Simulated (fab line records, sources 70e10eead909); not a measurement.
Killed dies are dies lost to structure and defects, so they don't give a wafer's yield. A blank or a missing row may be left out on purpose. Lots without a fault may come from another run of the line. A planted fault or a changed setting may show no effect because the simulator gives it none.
Which tool did it? | flow nand_harc | 14 lots, 42 wafers sampled, at 5 steps of a route of 1302

WHAT THE GAUGES READ, wafer by wafer
NHARC_THIN_TSV_CD_MEAS_37. Usual: cd_nm 5000.5 nm, standard deviation 2.5.
lot  | measured     | on        | cd_nm (nm)           | flag
L656 | day 24 12:01 | cd_sem-02 | 5004.4 5000.4 5004.8 |
L658 | day 26 01:40 | cd_sem-03 | 5000.0 5001.6 5002.9 |
L660 | day 26 11:50 | cd_sem-01 | 5003.8 5000.8 5001.2 |
L659 | day 26 20:31 | cd_sem-02 | 5000.4 5001.8 5002.1 |
L661 | day 27 12:12 | cd_sem-02 | 5000.6 5000.5 5002.0 |
L662 | day 27 01:26 | cd_sem-03 | 4998.6 5001.7 5004.8 |
L663 | day 27 13:23 | cd_sem-03 | 5002.1 5004.0 5004.9 |
L673 | day 31 10:14 | cd_sem-01 | 5002.8 5000.4 5001.9 |
L675 | day 32 12:19 | cd_sem-02 | 4999.5 4999.5 5000.5 |
L676 | day 33 00:08 | cd_sem-03 | 4998.0 4999.7 4996.2 |
L677 | day 32 12:28 | cd_sem-02 | 5004.0 4999.9 4997.5 |
L678 | day 34 02:23 | cd_sem-03 | 5003.6 5001.0 5003.1 |

NHARC_END_SORT_01. Usual: killed_at_array 53, standard deviation 18; killed_at_other 1.0, standard deviation 1.2; killed_at_periphery 3.6, standard deviation 2.4; killed_dies 58, standard deviation 18; killed_open 3.4, standard deviation 1.8; killed_short 2.3, standard deviation 1.5.
lot  | measured     | on        | killed_at_array | killed_at_other | killed_at_periphery | killed_dies | killed_open | killed_short | flag
L664 | day 28 04:25 | prober-02 | 603 613 599     | 1 0 0           | 7 12 6              | 611 625 605 | 4 4 3       | 3 1 0        | OFF
L665 | day 28 05:55 | prober-01 | 606 618 588     | 2 3 1           | 3 3 3               | 611 624 592 | 2 5 2       | 1 6 2        | OFF

WHICH TOOL RAN EACH LOT (tool, then ch and the chambers of the sampled wafers, then the start)
lot  | NHARC_A_CHANNEL_HOLE_D2_DEP_00 | NHARC_THIN_TSV_ETCHBACK_48         | NHARC_THIN_TSV_PVD_19
L656 | acl_dep-01 ch 0, day 13 07:16  | rie_diel-06 ch 1,3, day 24 06:51   | pvd_sputter-01, day 24 12:01 or earlier
L658 | acl_dep-02 ch 0, day 14 05:11  | rie_diel-04 ch 0,2, day 25 20:41   | pvd_sputter-01, day 26 01:40 or earlier
L660 | acl_dep-01 ch 0, day 14 20:42  | rie_diel-06 ch 0,1,2, day 26 06:50 | pvd_sputter-02, day 26 11:50 or earlier
L659 | acl_dep-03 ch 0, day 15 01:16  | rie_diel-04 ch 0,1, day 26 15:19   | pvd_sputter-01, day 26 20:31 or earlier
L661 | acl_dep-03 ch 0, day 15 16:17  | rie_diel-04 ch 0,1,3, day 27 07:17 | pvd_sputter-01, day 27 12:12 or earlier
L662 | acl_dep-02 ch 0, day 15 16:25  | rie_diel-01 ch 0,3, day 26 20:21   | pvd_sputter-02, day 27 01:26 or earlier
L663 | acl_dep-02 ch 0, day 16 04:51  | rie_diel-01 ch 0,2,3, day 27 08:28 | pvd_sputter-02, day 27 13:23 or earlier
L664 | acl_dep-02 ch 0, day 16 16:37  | -                                  | -
L665 | acl_dep-02 ch 0, day 17 07:34  | -                                  | -
L673 | acl_dep-01 ch 0, day 20 09:49  | rie_diel-01 ch 0,3, day 31 05:14   | pvd_sputter-02, day 31 10:14 or earlier
L675 | acl_dep-03 ch 0, day 21 19:31  | rie_diel-06 ch 0,1,3, day 32 05:58 | pvd_sputter-02, day 32 12:19 or earlier
L676 | acl_dep-01 ch 0, day 21 20:39  | rie_diel-01 ch 0,1, day 32 19:02   | pvd_sputter-03, day 33 00:08 or earlier
L677 | acl_dep-03 ch 0, day 21 21:05  | rie_diel-01 ch 0,2,3, day 32 07:13 | pvd_sputter-01, day 32 12:28 or earlier
L678 | acl_dep-01 ch 0, day 22 17:46  | rie_diel-06 ch 0,1,2, day 33 21:17 | pvd_sputter-02, day 34 02:23 or earlier
- NHARC_A_CHANNEL_HOLE_D2_DEP_00: deposits aC, target thk 3100 nm.
- NHARC_THIN_TSV_ETCHBACK_48: etches the open film in C4F8/Ar, target depth 1028.5 nm, time 405.17 s.
- NHARC_THIN_TSV_PVD_19: deposits TaN, target thk 20 nm.

WHAT THE TOOLS THEMSELVES READ (means of the sampled wafers that have a number; where no wafer has one, the mark that the record gives instead)
NHARC_A_CHANNEL_HOLE_D2_DEP_00. Usual: throttle_valve_pct 35.002 %, standard deviation 0.0092.
lot  | tool       | throttle_valve_pct (%) | flag
L656 | acl_dep-01 | 34.998                 |
L658 | acl_dep-02 | 35.000                 |
L660 | acl_dep-01 | 34.994                 |
L659 | acl_dep-03 | 35.006                 |
L661 | acl_dep-03 | 34.992                 |
L662 | acl_dep-02 | 35.003                 |
L663 | acl_dep-02 | 35.006                 |
L664 | acl_dep-02 | 35.003                 |
L665 | acl_dep-02 | 35.009                 |
L673 | acl_dep-01 | 35.000                 |
L675 | acl_dep-03 | 35.005                 |
L676 | acl_dep-01 | 35.004                 |
L677 | acl_dep-03 | 34.998                 |
L678 | acl_dep-01 | 35.007                 |

NHARC_THIN_TSV_ETCHBACK_48. Usual: oes_product_au 0.95 a.u., standard deviation 0.034; rf_vpp_V 546.5 V, standard deviation 2.5.
lot  | tool        | oes_product_au (a.u.) | rf_vpp_V (V) | flag
L656 | rie_diel-06 | 0.93                  | 548.0        |
L658 | rie_diel-04 | 0.93                  | 547.2        |
L660 | rie_diel-06 | 0.91                  | 547.5        |
L659 | rie_diel-04 | 0.93                  | 549.6        |
L661 | rie_diel-04 | 0.93                  | 546.8        |
L662 | rie_diel-01 | 0.92                  | 544.9        |
L663 | rie_diel-01 | 0.92                  | 544.9        |
L673 | rie_diel-01 | 0.93                  | 544.2        |
L675 | rie_diel-06 | 0.92                  | 547.8        |
L676 | rie_diel-01 | 0.99                  | 547.3        |
L677 | rie_diel-01 | 1.00                  | 543.8        |
L678 | rie_diel-06 | 0.97                  | 547.3        |

NHARC_THIN_TSV_PVD_19. Usual: throttle_valve_pct 30.1 %, standard deviation 0.86.
lot  | tool           | throttle_valve_pct (%) | flag
L656 | pvd_sputter-01 | 30.4                   |
L658 | pvd_sputter-01 | 30.4                   |
L660 | pvd_sputter-02 | 29.8                   |
L659 | pvd_sputter-01 | 30.7                   |
L661 | pvd_sputter-01 | 30.0                   |
L662 | pvd_sputter-02 | 29.7                   |
L663 | pvd_sputter-02 | 30.1                   |
L673 | pvd_sputter-02 | 30.5                   |
L675 | pvd_sputter-02 | 30.6                   |
L676 | pvd_sputter-03 | 29.7                   |
L677 | pvd_sputter-01 | 29.7                   |
L678 | pvd_sputter-02 | 30.6                   |

THE ANSWER, worked out from the rows above alone
Rule: a lot is off if the mean of its wafers that have a number lies more than 3 standard deviations from the usual mean. A lot without any number at a reading at which 4 lots or more have one is off too. The other lots that the step has rows for count as sound. The gauges are gone through in route order, then the tools' own readings, and for those a lot's mean is taken as printed above. The first step at which some lot is off is used, and at that step the reading that is off furthest; a lot without a number counts as furthest.
Off: L664, L665, at NHARC_END_SORT_01 (killed_dies). Neither off nor sound, because the step has no rows for them: L656, L658, L660, L659, L661, L662, L663, L673, L675, L676, L677, L678.
A tool fits if, at a process step before that reading, it ran every lot that is off, and no sound lot after the first of them. The gauges at NHARC_END_SORT_01 are tried like those tools. One fits: acl_dep-02 at NHARC_A_CHANNEL_HOLE_D2_DEP_00. It ran no sound lot before its first lot that is off in this sample, so the start can't be narrowed down.

WHAT THE SIMULATOR HAD PUT IN
Process parameter drift: acl_dep-02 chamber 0, from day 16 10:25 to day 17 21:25, at NHARC_A_CHANNEL_HOLE_D2_DEP_00. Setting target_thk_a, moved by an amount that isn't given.
Lots struck among those shown: L664, L665. The rule above found the same.
